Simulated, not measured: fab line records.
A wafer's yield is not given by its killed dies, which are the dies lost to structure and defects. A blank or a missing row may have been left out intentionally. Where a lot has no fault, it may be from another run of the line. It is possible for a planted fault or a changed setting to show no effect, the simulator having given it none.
Matching of chambers + flow n5-finfet + N5_BEOL_M0_SAQP_ETCH_88 on rie-diel-04 has 4 sister chambers
The step etches underlayer in N2/H2, target depth 6.5 nm, time 5.2 s. 4 wafers are shown with their chamber, then 7 later ones without.

== WAFERS WITH THEIR CHAMBER ==
| wafer  | chamber | drypump-motor-current-A (A) |
|--------|---------|-----------------------------|
| L081.5 | 0       | 5.9                         |
| L089.1 | 3       | 5.2                         |
| L093.1 | 2       | 5.7                         |
| L093.3 | 1       | 5.3                         |

== WAFERS WHOSE CHAMBER IS MISSING ==
| wafer  | drypump-motor-current-A (A) |
|--------|-----------------------------|
| L093.4 | 5.9                         |
| L096.3 | 5.1                         |
| L096.5 | 5.1                         |
| L096.6 | 5.9                         |
| L097.2 | 5.9                         |
| L097.3 | 5.1                         |
| L097.5 | 5.9                         |

== CHAMBER TAKEN BY EACH ==
| wafer  | from the rows above     | in truth |
|--------|-------------------------|----------|
| L093.4 | 0                       | 0        |
| L096.3 | can't be placed: 3 or 1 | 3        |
| L096.5 | can't be placed: 3 or 1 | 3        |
| L096.6 | 0                       | 0        |
| L097.2 | 0                       | 0        |
| L097.3 | can't be placed: 3 or 1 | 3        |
| L097.5 | 0                       | 0        |
Placed correctly: 4 of 7. Unplaceable from these rows: 3, with the true chamber sitting among the candidates in 3. Number placed wrongly: 0.
How it was worked out, from the rows above alone: a wafer's distance from a chamber is the root of the sum, over the readings, of the square of ((its reading less the chamber's mean) divided by the reading's scatter). If the next closest chamber is less than 2 further off than the closest, the wafer can't be placed; otherwise it belongs to the closest. Each chamber's mean is taken over the wafers shown for it. The scatter (one wafer shown for each chamber): square how far every hidden wafer sits from the nearest shown wafer, average those squares and take the square root.
